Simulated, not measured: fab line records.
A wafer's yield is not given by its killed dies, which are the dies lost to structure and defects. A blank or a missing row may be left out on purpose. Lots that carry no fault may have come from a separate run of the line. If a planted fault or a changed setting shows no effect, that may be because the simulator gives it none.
fab line records	flow nand_harc	part 1 of 2: steps 1 to 4 of 6
record: lots: 20	wafers: 60	last_day: 25
route steps=1159 shown A_STAIRCASE@549
lots that met no fault: from a run of the same line without faults
start_h: start of the lot's first displayed wafer, in hours after the record's first day	wait_h: time in hours since the lot's previous step	" same as the row above	L1.1+2: several wafers, shown together as one row	- no value, or no start given	* or withheld: withheld	< > ~ a bound
route shown NAME@n: names a module that has steps shown in the file, with the first one's number in the route	usual: mean/standard deviation taken from wafers without a fault	same: alike in all rows	chamber/n: place in a boat	sites: the reading at each site	_std_site: standard deviation of those values	_edge_site: mean of outer sites minus mean of inner sites	radius_mm: for every site, how far away it sits from the centre of the wafer	mask NAME#n: copy n	behind: the most recent tool/chamber to have shaped the wafer	hold: what put the lot on hold/how long, in hours/how the hold closed	device: names the non-switching transistor (n, p or np)	end of line: the tests these same wafers got at the end of their route	for a step that has no rows: nothing shown but its recipe	killed: dies lost to structure and defects at the first sort, not the wafer's yield	map: shows each die of a wafer: x if killed, . if not, _ if none is there
set.NAME: the run value of the setting; set.NAME@STEP: its run value at that earlier step	model.NAME: the simulator's own value behind a step, which no gauge read
route steps across a sampled set of lots; one table per step, one row per wafer
services: from which hour (start_h, from the record's first day; less than 0 if before it) a tool's chamber was out of use, for how many hours, and why
== steps ==
step: NHARC_A_STAIRCASE_ETCH_13
recipe: target_depth_a: 1000	time_s: 40.5	ion_energy_ev: 400	c4f8_flow_sccm: 20	o2_flow_sccm: 10	ar_flow_sccm: withheld	rf_w: 600	bias_w: 1000	chemistry: C4F8/O2
usual: chamber_pressure_mTorr: 24.998/0.022	oes_product_au: 0.935/0.016	rf_vpp_V: 894/5
same: time_s: 40.5
lot.wafer	tool	chamber	start_h	wait_h	chamber_pressure_mTorr	oes_product_au	rf_hours_counter_h	rf_vpp_V
L075.2	rie_diel-04	3	-	-	25.016	0.932	45	889
L075.4	"	0	"	"	24.987	0.923	45	899
L075.5	"	2	"	"	25.033	0.926	-	900
L077.2	rie_diel-04	0	-	-	25.025	0.931	46	899
L077.4	"	1	"	"	25.005	0.924	47	896
L077.6	"	0	"	"	25.049	0.930	-	899
L076.1	rie_diel-13	1	-	-	25.012	0.936	54	890
L076.3	"	2	"	"	24.988	0.929	48	906
L076.6	"	1	"	"	25.030	0.933	-	889
L078.1	rie_diel-03	0	-	-	24.988	0.973	11	892
L078.4	"	1	"	"	25.014	0.934	12	894
L078.2	"	2	"	"	25.024	0.945	12	887
L081.2	rie_diel-03	3	-	-	25.029	0.952	14	900
L081.4	"	1	"	"	24.980	0.948	15	893
L081.5	"	3	"	"	25.013	0.953	-	902
L082.4	rie_diel-03	1	-	-	24.949	0.936	22	892
L082.3	"	3	"	"	25.011	0.934	22	902
L082.1	"	0	"	"	24.998	0.958	23	891
L084.2	rie_diel-13	0	-	-	24.970	0.949	2	896
L084.1	"	2	"	"	25.022	0.932	3	904
L084.6	"	0	"	"	24.998	0.944	-	896
L083.4	rie_diel-13	0	-	-	24.995	0.919	3	896
L083.2	"	1	"	"	24.969	0.935	3	890
L083.3	"	2	"	"	25.009	0.898	4	905
L085.1	rie_diel-04	1	-	-	25.028	0.924	1	894
L085.6	"	1	"	"	24.960	0.935	-	895
L085.5	"	2	"	"	24.994	0.924	-	898
L086.4	rie_diel-13	1	-	-	24.961	0.943	16	890
L086.1	"	2	"	"	25.020	0.923	16	903
L086.2	"	3	"	"	24.985	0.967	16	887
L087.4	rie_diel-13	0	-	-	24.978	0.920	16	894
L087.2	"	1	"	"	24.987	0.935	16	892
L087.3	"	2	"	"	24.958	0.929	16	905
L088.3	rie_diel-04	3	-	-	25.012	0.924	8	889
L088.4	"	0	"	"	24.999	0.928	7	896
L088.1	"	1	"	"	25.015	0.944	10	895
L089.2	rie_diel-03	3	-	-	25.004	0.923	35	899
L089.4	"	0	"	"	25.000	0.937	39	892
L089.6	"	3	"	"	24.979	0.932	-	900
L091.3	rie_diel-03	1	-	-	24.980	0.925	37	894
L091.1	"	2	"	"	25.004	0.922	33	888
L091.5	"	1	"	"	24.978	0.924	-	891
L090.2	rie_diel-04	1	-	-	25.009	0.919	13	895
L090.1	"	3	"	"	24.991	0.923	10	887
L090.4	"	0	"	"	25.016	0.920	10	898
L092.2	rie_diel-03	0	-	-	25.000	0.930	41	892
L092.4	"	2	"	"	24.964	0.922	36	887
L092.5	"	0	"	"	24.954	0.935	-	892
L093.2	rie_diel-13	1	-	-	24.994	0.942	21	890
L093.3	"	2	"	"	24.999	0.916	25	905
L093.5	"	0	"	"	24.980	0.910	-	893
L094.3	rie_diel-04	3	-	-	25.014	0.942	21	887
L094.1	"	0	"	"	24.985	0.929	21	898
L094.5	"	2	"	"	25.033	0.951	-	897
L095.4	rie_diel-04	3	-	-	25.015	0.963	24	889
L095.1	"	1	"	"	25.009	0.949	27	895
L095.6	"	3	"	"	24.943	0.970	-	887
L096.1	rie_diel-04	3	-	-	24.995	0.930	24	888
L096.6	"	2	"	"	24.950	0.920	-	897
L096.5	"	3	"	"	25.025	0.930	-	888
step: NHARC_A_STAIRCASE_TRIM_16
recipe: time_s: 211.2	o2_flow_sccm: 500	ar_flow_sccm: 0	bias_w: 0	chemistry: O2
usual: chamber_pressure_mTorr: 60.00/0.053	drypump_motor_current_A: 5.8/0.52	oes_product_au: 0.998/0.012	rf_vpp_V: 57.6/0.86	showerhead_plenum_p_Torr: 3.47/0.14	throttle_valve_pct: 17.037/0.0094
same: time_s: 211.2
lot.wafer	tool	chamber	start_h	wait_h	chamber_pressure_mTorr	drypump_motor_current_A	oes_product_au	rf_hours_counter_h	rf_vpp_V	showerhead_plenum_p_Torr	throttle_valve_pct
L075.4	rie_diel-04	1	-	-	59.96	4.7	1.003	46	58.3	3.54	17.038
L075.2	"	0	"	"	60.00	6.7	0.998	45	56.5	3.59	17.031
L075.5	"	1	"	"	60.02	4.7	0.999	-	57.3	3.54	17.049
L076.3	rie_diel-13	2	-	-	60.08	5.2	1.005	49	58.1	3.78	17.041
L076.1	"	3	"	"	59.96	6.1	0.994	44	56.5	3.30	17.043
L076.6	"	3	"	"	60.04	6.1	1.004	-	57.9	3.30	17.025
L077.4	rie_diel-04	2	-	-	60.04	5.6	1.016	46	57.4	3.59	17.032
L077.2	"	0	"	"	59.99	6.7	1.000	47	57.2	3.59	17.040
L077.6	"	3	"	"	59.99	5.6	1.020	-	56.8	3.34	17.026
L078.4	rie_diel-03	0	-	-	59.92	6.1	1.015	11	56.8	3.42	17.026
L078.1	"	1	"	"	59.97	6.4	0.998	12	57.9	3.43	17.032
L078.2	"	2	"	"	60.03	5.9	1.000	12	57.1	3.30	17.042
L081.2	rie_diel-03	2	-	-	60.00	5.9	0.986	15	58.6	3.30	17.048
L081.4	"	3	"	"	60.02	6.1	0.993	15	58.3	3.66	17.050
L081.5	"	2	"	"	60.00	6.0	0.991	-	57.4	3.30	17.029
L082.4	rie_diel-03	0	-	-	59.91	6.1	1.003	24	58.5	3.41	17.030
L082.3	"	2	"	"	59.92	5.9	0.996	21	58.0	3.30	17.045
L082.1	"	3	"	"	60.02	6.2	0.994	23	58.3	3.66	17.042
L084.1	rie_diel-13	3	-	-	59.93	6.1	1.029	3	58.0	3.30	17.035
L084.2	"	2	"	"	59.92	5.2	0.983	3	58.5	3.77	17.044
L084.6	"	0	"	"	60.05	5.9	0.987	-	57.9	3.51	17.032
L083.2	rie_diel-13	0	-	-	59.99	6.0	0.988	3	56.4	3.51	17.053
L083.4	"	1	"	"	60.04	5.8	1.000	3	57.6	3.37	17.029
L083.3	"	3	"	"	60.01	6.1	1.021	4	57.1	3.29	17.041
L085.1	rie_diel-04	2	-	-	60.00	5.6	0.985	2	57.6	3.58	17.031
L085.5	"	3	"	"	59.89	5.6	0.994	-	56.3	3.33	17.052
L085.6	"	1	"	"	60.09	4.7	0.989	-	56.9	3.53	17.030
L086.2	rie_diel-13	2	-	-	59.92	5.2	0.975	16	57.8	3.77	17.042
L086.1	"	3	"	"	59.99	6.1	1.024	16	55.7	3.29	17.022
L086.4	"	0	"	"	60.01	5.9	0.976	16	58.7	3.51	17.019
L087.2	rie_diel-13	0	-	-	60.03	5.9	0.979	16	57.9	3.51	17.019
L087.3	"	1	"	"	60.00	5.8	0.999	16	58.1	3.37	17.040
L087.4	"	3	"	"	59.92	6.1	1.030	16	57.7	3.29	17.030
L088.3	rie_diel-04	2	-	-	60.02	5.6	0.990	10	59.7	3.58	17.034
L088.1	"	0	"	"	59.95	6.7	1.001	7	58.0	3.58	17.041
L088.4	"	1	"	"	60.06	4.7	1.005	11	58.2	3.52	17.055
L089.4	rie_diel-03	1	-	-	59.96	6.3	1.001	37	57.5	3.42	17.034
L089.2	"	3	"	"	60.03	6.2	0.985	35	59.3	3.65	17.026
L089.6	"	1	"	"	60.00	6.4	0.995	-	58.1	3.42	17.036
L091.3	rie_diel-03	3	-	-	60.05	6.1	0.986	36	57.9	3.65	17.026
L091.1	"	0	"	"	60.06	6.1	1.007	40	56.9	3.40	17.040
L091.5	"	2	"	"	60.01	5.9	0.991	-	57.3	3.29	17.043
L090.4	rie_diel-04	3	-	-	60.05	5.6	0.986	11	56.8	3.32	17.030
L090.2	"	1	"	"	59.99	4.7	0.997	14	57.1	3.52	17.041
L090.1	"	2	"	"	60.05	5.6	0.985	12	57.6	3.58	17.021
L092.2	rie_diel-03	3	-	-	59.99	6.2	0.997	37	59.5	3.65	17.044
L092.4	"	0	"	"	60.02	6.1	0.998	41	57.9	3.40	17.030
L092.5	"	2	"	"	60.00	5.9	0.992	-	58.0	3.29	17.026
L094.1	rie_diel-04	2	-	-	60.10	5.6	0.993	25	57.7	3.57	17.043
L094.3	"	3	"	"	60.00	5.6	0.995	23	57.6	3.32	17.047
L094.5	"	3	"	"	60.08	5.6	1.010	-	55.8	3.32	17.037
L093.3	rie_diel-13	0	-	-	59.99	5.9	0.975	26	58.4	3.50	17.038
L093.2	"	2	"	"	59.97	5.2	0.975	29	58.2	3.76	17.049
L093.5	"	3	"	"	59.99	6.1	1.028	-	57.5	3.28	17.034
L095.4	rie_diel-04	0	-	-	59.96	6.7	0.992	24	56.4	3.57	17.047
L095.1	"	2	"	"	59.95	5.6	0.998	26	57.6	3.57	17.056
L095.6	"	0	"	"	60.03	6.7	1.001	-	57.5	3.57	17.025
L096.1	rie_diel-04	1	-	-	60.08	4.7	1.003	28	56.7	3.51	17.053
L096.6	"	3	"	"	60.00	5.6	0.997	-	57.4	3.32	17.038
L096.5	"	0	"	"	59.97	6.7	0.986	-	57.8	3.57	17.042
step: NHARC_A_STAIRCASE_TRIM_18
recipe: time_s: 211.2	o2_flow_sccm: 500	ar_flow_sccm: 0	bias_w: 0	chemistry: O2
usual: chamber_pressure_mTorr: 59.99/0.054	drypump_motor_current_A: 5.8/0.53	oes_product_au: 0.997/0.013	rf_vpp_V: 57.6/0.89	showerhead_plenum_p_Torr: 3.48/0.14	throttle_valve_pct: 17.036/0.0091
same: time_s: 211.2
lot.wafer	tool	chamber	start_h	wait_h	chamber_pressure_mTorr	drypump_motor_current_A	oes_product_au	rf_hours_counter_h	rf_vpp_V	showerhead_plenum_p_Torr	throttle_valve_pct
L075.2	rie_diel-04	1	-	-	60.05	4.7	0.998	46	57.7	3.54	17.033
L075.4	"	3	"	"	59.92	5.6	1.027	45	57.2	3.34	17.026
L075.5	"	1	"	"	59.94	4.7	1.002	-	56.3	3.54	17.022
L076.1	rie_diel-13	1	-	-	59.93	5.8	1.004	54	57.3	3.38	17.041
L076.3	"	2	"	"	59.99	5.2	0.997	49	56.8	3.78	17.044
L076.6	"	1	"	"	59.97	5.8	0.999	-	57.2	3.38	17.042
L077.2	rie_diel-04	3	-	-	60.02	5.6	1.011	46	57.6	3.34	17.033
L077.4	"	0	"	"	60.02	6.7	1.001	47	57.6	3.59	17.028
L077.6	"	1	"	"	60.04	4.7	1.004	-	58.7	3.54	17.043
L078.2	rie_diel-03	1	-	-	59.99	6.4	0.993	12	58.4	3.43	17.026
L078.4	"	2	"	"	60.00	5.9	0.992	12	58.3	3.30	17.054
L078.1	"	3	"	"	60.04	6.2	0.987	12	58.5	3.66	17.048
L081.4	rie_diel-03	3	-	-	59.86	6.2	0.991	15	57.4	3.66	17.032
L081.2	"	2	"	"	60.01	5.9	1.003	15	57.1	3.30	17.018
L081.5	"	3	"	"	60.08	6.2	1.002	-	58.8	3.66	17.041
L082.3	rie_diel-03	0	-	-	59.87	6.1	1.009	24	58.4	3.41	17.041
L082.4	"	1	"	"	59.96	6.4	0.990	22	56.6	3.43	17.022
L082.1	"	2	"	"	60.10	5.9	1.003	21	57.3	3.30	17.029
L084.2	rie_diel-13	2	-	-	59.95	5.2	0.987	4	59.2	3.77	17.026
L084.1	"	1	"	"	60.00	5.8	0.994	2	56.4	3.37	17.047
L084.6	"	3	"	"	60.13	6.1	1.025	-	56.9	3.29	17.046
L083.3	rie_diel-13	1	-	-	59.99	5.8	0.989	3	58.2	3.37	17.033
L083.4	"	2	"	"	59.91	5.2	0.979	5	59.1	3.77	17.013
L083.2	"	3	"	"	59.97	6.1	1.020	4	56.8	3.30	17.028
L085.1	rie_diel-04	1	-	-	59.97	4.7	0.994	2	57.6	3.53	17.032
L085.6	"	1	"	"	59.97	4.7	0.993	-	57.7	3.53	17.021
L085.5	"	2	"	"	59.95	5.6	0.976	-	58.2	3.58	17.045
L086.4	rie_diel-13	3	-	-	60.03	6.1	1.036	16	57.7	3.29	17.039
L086.1	"	0	"	"	60.00	5.9	0.978	16	57.8	3.51	17.057
L086.2	"	2	"	"	59.97	5.2	0.973	16	58.7	3.77	17.043
L087.3	rie_diel-13	3	-	-	60.00	6.1	1.021	16	56.7	3.29	17.037
L087.4	"	1	"	"	59.91	5.8	0.999	16	57.2	3.37	17.023
L087.2	"	2	"	"	59.95	5.2	0.985	16	58.0	3.77	17.028
L088.3	rie_diel-04	0	-	-	60.01	6.7	0.988	8	56.1	3.58	17.039
L088.1	"	2	"	"	60.07	5.6	0.979	10	58.3	3.58	17.041
L088.4	"	3	"	"	60.03	5.6	1.003	9	58.5	3.32	17.021
L089.2	rie_diel-03	2	-	-	59.99	5.9	0.993	34	57.6	3.29	17.025
L089.4	"	1	"	"	60.04	6.4	1.009	38	57.4	3.42	17.053
L089.6	"	2	"	"	59.84	5.9	0.990	-	57.7	3.29	17.035
L091.1	rie_diel-03	0	-	-	59.93	6.1	0.992	40	56.7	3.40	17.021
L091.3	"	1	"	"	59.98	6.4	0.989	38	57.8	3.42	17.045
L091.5	"	0	"	"	59.99	6.1	0.992	-	57.7	3.40	17.028
L090.2	rie_diel-04	3	-	-	60.01	5.6	1.021	11	57.7	3.32	17.037
L090.4	"	0	"	"	60.05	6.7	0.999	11	57.8	3.58	17.043
L090.1	"	1	"	"	60.01	4.7	1.006	14	57.5	3.52	17.048
L092.2	rie_diel-03	1	-	-	60.03	6.4	0.992	40	56.4	3.42	17.040
L092.4	"	3	"	"	60.00	6.1	0.986	38	57.6	3.65	17.051
L092.5	"	1	"	"	59.98	6.4	0.994	-	58.7	3.42	17.043
L094.1	rie_diel-04	1	-	-	60.02	4.7	0.998	26	56.4	3.51	17.028
L094.3	"	3	"	"	60.01	5.6	0.986	23	57.0	3.32	17.035
L094.5	"	2	"	"	60.05	5.6	0.988	-	56.1	3.57	17.037
L093.2	rie_diel-13	3	-	-	60.08	6.1	1.040	29	57.9	3.28	17.043
L093.3	"	2	"	"	60.07	5.2	0.982	29	58.5	3.76	17.040
L093.5	"	3	"	"	59.92	6.1	1.035	-	57.3	3.28	17.038
L095.4	rie_diel-04	2	-	-	59.98	5.6	0.983	26	57.7	3.57	17.035
L095.1	"	0	"	"	60.02	6.7	0.996	24	57.2	3.57	17.031
L095.6	"	2	"	"	60.02	5.6	0.983	-	58.8	3.57	17.048
L096.1	rie_diel-04	0	-	-	60.03	6.7	0.995	24	59.8	3.57	17.036
L096.6	"	2	"	"	59.98	5.6	0.993	-	56.6	3.57	17.027
L096.5	"	3	"	"	60.03	5.6	1.004	-	58.5	3.32	17.038
step: NHARC_A_STAIRCASE_TRIM_20
recipe: time_s: 211.2	o2_flow_sccm: 500	ar_flow_sccm: 0	bias_w: 0	chemistry: O2
usual: chamber_pressure_mTorr: 60.00/0.06	drypump_motor_current_A: 5.9/0.45	oes_product_au: 1.000/0.014	rf_vpp_V: 57.6/0.89	showerhead_plenum_p_Torr: 3.48/0.15	throttle_valve_pct: 17.036/0.0089
same: time_s: 211.2
lot.wafer	tool	chamber	start_h	wait_h	chamber_pressure_mTorr	drypump_motor_current_A	oes_product_au	rf_hours_counter_h	rf_vpp_V	showerhead_plenum_p_Torr	throttle_valve_pct
L075.4	rie_diel-03	1	246.67	0.1	60.09	6.4	0.990	8	57.5	3.43	17.024
L075.2	"	2	"	"	59.96	5.9	0.995	8	57.5	3.31	17.047
L075.5	"	0	"	"	60.03	6.1	1.013	-	58.3	3.42	17.036
L076.1	rie_diel-04	2	249.79	0.1	60.08	5.6	1.017	47	56.3	3.59	17.043
L076.3	"	0	"	"	60.12	6.7	1.011	47	57.4	3.59	17.029
L076.6	"	3	"	"	60.03	5.6	1.030	-	58.6	3.34	17.029
L077.2	rie_diel-04	2	249.95	0.1	60.00	5.6	1.004	47	57.5	3.59	17.043
L077.4	"	0	"	"	59.90	6.7	1.005	47	57.1	3.59	17.028
L077.6	"	2	"	"	59.92	5.6	0.995	-	56.8	3.59	17.045
L078.1	rie_diel-13	0	256.88	0.1	60.03	5.9	0.980	53	58.8	3.52	17.019
L078.4	"	2	"	"	59.97	5.2	1.012	51	58.7	3.78	17.023
L078.2	"	3	"	"	60.03	6.1	0.986	46	56.4	3.30	17.030
L081.2	rie_diel-04	2	272.17	0.1	60.04	5.6	1.005	54	58.4	3.59	17.027
L081.4	"	3	"	"	60.02	5.6	1.012	53	58.3	3.33	17.031
L081.5	"	0	"	"	60.05	6.7	0.996	-	57.4	3.59	17.039
L082.3	rie_diel-03	3	291.02	0.1	59.98	6.2	0.994	23	58.7	3.66	17.025
L082.1	"	1	"	"	60.04	6.4	0.996	23	57.3	3.43	17.038
L082.4	"	2	"	"	60.04	5.9	0.995	21	56.4	3.30	17.044
L084.2	rie_diel-03	2	291.22	0.1	60.01	5.9	1.009	22	58.0	3.30	17.022
L084.1	"	3	"	"	59.95	6.2	1.000	23	59.2	3.66	17.038
L084.6	"	0	"	"	59.99	6.1	1.017	-	56.3	3.41	17.031
L083.3	rie_diel-13	3	293.65	0.1	60.03	6.0	1.027	4	55.7	3.30	17.025
L083.2	"	0	"	"	60.11	5.9	0.987	3	58.1	3.51	17.031
L083.4	"	1	"	"	60.01	5.8	1.009	3	57.2	3.37	17.035
L085.1	rie_diel-03	1	303.95	0.1	60.04	6.4	0.992	30	57.9	3.42	17.033
L085.5	"	2	"	"	60.01	5.9	0.990	-	56.9	3.30	17.029
L085.6	"	3	"	"	59.96	6.2	0.989	-	57.8	3.65	17.043
L086.2	rie_diel-03	1	332.01	0.1	60.10	6.4	0.986	36	58.0	3.42	17.037
L086.4	"	2	"	"	59.96	5.9	0.989	32	57.6	3.29	17.036
L086.1	"	3	"	"	59.95	6.2	0.990	34	57.8	3.65	17.039
L087.3	rie_diel-13	3	332.31	0.1	59.95	6.0	1.033	16	56.2	3.29	17.035
L087.4	"	0	"	"	60.05	5.9	1.004	17	57.9	3.51	17.043
L087.2	"	1	"	"	59.96	5.8	0.993	16	57.0	3.37	17.045
L088.1	rie_diel-03	2	332.45	0.1	60.01	5.9	1.008	32	58.7	3.29	17.038
L088.3	"	3	"	"	59.94	6.2	0.998	34	57.3	3.65	17.043
L088.4	"	0	"	"	59.97	6.1	1.006	38	57.8	3.40	17.031
L089.4	rie_diel-13	3	336.43	0.1	59.93	6.0	1.027	19	57.5	3.29	17.040
L089.2	"	0	"	"	59.94	5.9	0.988	18	57.5	3.50	17.041
L089.6	"	0	"	"	59.93	5.9	0.981	-	59.2	3.50	17.040
L091.3	rie_diel-03	0	336.73	0.1	60.08	6.1	0.996	40	56.1	3.40	17.036
L091.1	"	1	"	"	59.93	6.4	1.001	38	56.7	3.42	17.032
L091.5	"	3	"	"	60.06	6.2	0.993	-	58.4	3.65	17.031
L090.4	rie_diel-03	0	337.18	0.1	59.94	6.1	1.001	40	57.2	3.40	17.049
L090.1	"	1	"	"	60.03	6.4	0.991	38	57.3	3.42	17.040
L090.2	"	2	"	"	60.05	5.9	0.998	35	57.2	3.29	17.030
L092.2	rie_diel-13	2	339.84	0.1	59.97	5.1	0.972	20	57.7	3.76	17.035
L092.5	"	0	"	"	59.95	5.9	0.993	-	57.3	3.50	17.039
L092.4	"	2	"	"	60.02	5.2	0.981	-	58.0	3.76	17.044
L094.3	rie_diel-03	2	365.96	0.1	59.99	5.9	1.006	43	58.6	3.29	17.042
L094.1	"	3	"	"	60.14	6.2	0.995	44	58.3	3.65	17.050
L094.5	"	3	"	"	60.12	6.2	0.997	-	59.9	3.65	17.016
L093.2	rie_diel-04	3	366.18	0.1	59.97	5.6	0.993	23	57.2	3.32	17.034
L093.3	"	1	"	"	60.00	4.7	1.002	26	59.2	3.51	17.039
L093.5	"	0	"	"	59.98	6.7	0.991	-	57.1	3.57	17.054
L095.4	rie_diel-03	0	370.72	0.1	60.00	6.1	0.996	51	56.9	3.40	17.043
L095.1	"	2	"	"	59.94	5.9	1.000	45	57.7	3.29	17.029
L095.6	"	0	"	"	60.03	6.1	1.005	-	57.1	3.40	17.041
L096.1	rie_diel-13	1	371.01	0.1	60.04	5.8	1.001	25	58.5	3.36	17.032
L096.6	"	3	"	"	60.07	6.1	1.024	-	56.7	3.28	17.054
L096.5	"	0	"	"	59.96	5.9	0.983	-	58.7	3.50	17.036
